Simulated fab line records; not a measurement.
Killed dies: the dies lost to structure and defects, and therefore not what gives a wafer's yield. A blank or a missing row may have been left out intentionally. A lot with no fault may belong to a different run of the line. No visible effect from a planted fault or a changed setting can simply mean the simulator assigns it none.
Matching of chambers | flow n5Finfet | rieDiel-06 running N5_BEOL_M12_ETCH_38: 4 sister chambers
The step etches SiCN in CF4/N2, target depth 68.7 nm, time 73.4 s. 4 wafers are shown with their chamber, then 12 later ones without.

## EACH WAFER AND ITS CHAMBER
wafer  | chamber | drypumpMotorCurrentA (A)
L086.3 | 1       | 6.6
L086.4 | 0       | 6.0
L086.5 | 3       | 5.5
L086.6 | 2       | 6.0

## WAFERS MISSING THEIR CHAMBER
wafer  | drypumpMotorCurrentA (A)
L089.1 | 6.1
L089.4 | 5.9
L089.6 | 6.6
L093.4 | 5.5
L093.5 | 6.6
L093.6 | 5.9
L092.1 | 5.5
L092.3 | 6.6
L092.4 | 6.0
L097.2 | 6.0
L097.5 | 6.0
L097.6 | 6.0

## WHICH CHAMBER EACH ONE RAN IN
wafer  | from the rows above     | in truth
L089.1 | can't be placed: 0 or 2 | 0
L089.4 | can't be placed: 0 or 2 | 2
L089.6 | 1                       | 1
L093.4 | 3                       | 3
L093.5 | 1                       | 1
L093.6 | can't be placed: 0 or 2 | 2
L092.1 | 3                       | 3
L092.3 | 1                       | 1
L092.4 | can't be placed: 0 or 2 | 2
L097.2 | can't be placed: 0 or 2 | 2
L097.5 | can't be placed: 0 or 2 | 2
L097.6 | can't be placed: 0 or 2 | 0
5 of 12 placed correctly. Can't be placed from these rows: 7 (the true chamber is among the candidates in 7). Placed wrongly: 0.
How it was worked out, from the rows above alone: a wafer's distance from a chamber is the root of the sum, over the readings, of the square of ((its reading less the chamber's mean) divided by the reading's scatter). The wafer belongs to the nearest chamber; if the next one is less than 2 further off, it can't be placed. For every chamber, the mean is computed from those of its wafers that are shown. The scatter: root of mean squared gap, hidden wafer to nearest shown wafer, with one shown wafer a chamber.
